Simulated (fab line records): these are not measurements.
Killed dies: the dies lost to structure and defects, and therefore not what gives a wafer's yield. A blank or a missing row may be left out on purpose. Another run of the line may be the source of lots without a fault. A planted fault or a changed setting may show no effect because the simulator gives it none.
One fault seen from 2 desks + flow nandHarc + every desk sees just its own numbers, and what lay behind them comes last

THE DEFECT DESK
Per lot, the means of the sampled wafers with a number show what the inspections along the route counted. Any lot whose mean is over 4 standard deviations away from the usual mean is out of limits and marked OUT; that distance is given in the brackets.
Columns: A = rawDefectCount at NHARC_P_GATE_INSPECT_68, usual 219
| lot  | first seen here | A   |
|------|-----------------|-----|
| L343 | day 6 06:17     | 223 |
| L345 | day 7 01:42     | 140 |
| L346 | day 7 10:20     | 270 |
| L347 | day 7 20:20     | 228 |
| L348 | day 8 11:12     | 138 |
| L350 | day 9 04:05     | 335 |
| L354 | day 10 20:52    | 275 |
| L356 | day 11 17:50    | 261 |
| L355 | day 11 19:02    | 176 |
| L359 | day 13 00:00    | 275 |
| L360 | day 13 11:28    | 287 |
| L363 | day 14 10:55    | 150 |
This desk found nothing out of limits on any of the 12 lots.

TOOL OWNER'S DESK, aldMetal-03
The tool's own readings at NHARC_P_CONTACT_ALD_22 (deposits TiN, target thk 3 nm, pulse time 1 s, ald cycles 150): means of the sampled wafers that have a number, for each lot that ran on this tool. Any lot whose mean is over 4 standard deviations away from the usual mean is out of limits and marked OUT; that distance is given in the brackets.
Columns: A = heaterPowerW at NHARC_P_CONTACT_ALD_22, usual 1074 W; B = precursorPulseHeightRel at NHARC_P_CONTACT_ALD_22, usual 0.998
| lot  | first seen here | A    | B     |
|------|-----------------|------|-------|
| L343 | day 6 10:10     | 1049 | 0.997 |
| L345 | day 7 05:20     | 1065 | 0.989 |
| L348 | day 8 14:42     | 1037 | 0.991 |
| L356 | day 11 21:38    | 1002 | 0.974 |
| L359 | day 13 03:53    | 1031 | 1.000 |
| L360 | day 13 15:07    | 1043 | 0.995 |
| L363 | day 14 14:25    | 1011 | 0.988 |
This desk found nothing out of limits on any of the 7 lots.

TAKEN TOGETHER
Nothing out of limits was seen by the defect desk.
The desk of the tool owner found nothing out of limits.

WHAT HAD BEEN PUT IN BY THE SIMULATOR
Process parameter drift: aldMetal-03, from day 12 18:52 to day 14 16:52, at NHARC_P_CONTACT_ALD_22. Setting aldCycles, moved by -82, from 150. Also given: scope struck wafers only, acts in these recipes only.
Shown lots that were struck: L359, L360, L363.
